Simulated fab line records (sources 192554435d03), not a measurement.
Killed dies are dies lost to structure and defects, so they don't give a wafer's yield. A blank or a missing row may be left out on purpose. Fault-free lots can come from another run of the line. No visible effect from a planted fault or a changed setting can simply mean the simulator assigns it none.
Which tool is to blame? | flow n5Finfet | 12 lots with 36 wafers sampled at 2 steps, on a route of 1938 steps

## WHAT THE GAUGES READ, wafer by wafer
N5_DUMMY_GATE_CD_MEAS_15: target cd 25.8 nm.
lot  | measured    | on       | cdNm (nm)
L075 | day 3 05:11 | cdSem-02 | 24.98 25.00 24.91
L077 | day 3 17:44 | cdSem-02 | 24.92 25.04 25.30
L079 | day 4 04:51 | cdSem-02 | 25.13 25.05 25.13
L081 | day 4 15:11 | cdSem-01 | 24.54 24.72 25.00
L083 | day 5 03:26 | cdSem-03 | 25.05 25.18 24.86
L085 | day 5 17:42 | cdSem-02 | 25.03 24.66 24.86
L087 | day 6 03:12 | cdSem-03 | 24.69 24.76 24.74
L089 | day 6 15:17 | cdSem-03 | 25.04 24.85 25.18
L091 | day 8 07:44 | cdSem-01 | 24.99 24.98 25.18
L093 | day 8 11:38 | cdSem-03 | 24.70 24.81 24.88
L095 | day 8 15:27 | cdSem-02 | 24.88 24.52 25.48
L097 | day 9 01:20 | cdSem-03 | 24.90 24.77 24.64

## WHAT TOOL EACH LOT RAN ON (gives the tool, then ch and the chambers of the sampled wafers, and finally the start)
lot  | N5_FIN_CUT_ETCH_21
L075 | rieDiel-01 ch 2,3, day 2 10:10
L077 | rieDiel-02 ch 0,1,3, day 2 21:25
L079 | rieDiel-03 ch 0,1,2, day 3 10:36
L081 | rieDiel-02 ch 0,3, day 3 21:04
L083 | rieDiel-02 ch 1,2, day 4 08:47
L085 | rieDiel-02 ch 1,2,3, day 4 21:18
L087 | rieDiel-03 ch 0,2,3, day 5 08:34
L089 | rieDiel-03 ch 0,1,2, day 5 21:08
L091 | rieDiel-02 ch 0,2,3, day 6 10:24
L093 | rieDiel-02 ch 1,2, day 6 22:23
L095 | rieDiel-01 ch 0,2,3, day 7 08:46
L097 | rieDiel-01 ch 0,1,2, day 7 23:45
- N5_FIN_CUT_ETCH_21: etches SOC in N2/H2, target depth 219 nm, overetch 43.8 nm, time 523.5 s.

## THE ANSWER, worked out from the rows above alone
Rule: the usual values come from the lots themselves. Put in order of their means at a reading, lots are off if they are a third of the lots or fewer, leave a main group of 4 or more, and stand apart from it by a gap of 3 or more times the standard deviation of the main group's means; of several such gaps the widest counts. The tables above print the reading to a certain number of digits; a main group whose means all agree to those digits is not used. A lot without any number at a reading at which 4 lots or more have one is off too. The other lots that the step has rows for count as sound.
None of the lots is off at any reading shown; this tells nothing.

## WHAT WAS PUT IN BY THE SIMULATOR
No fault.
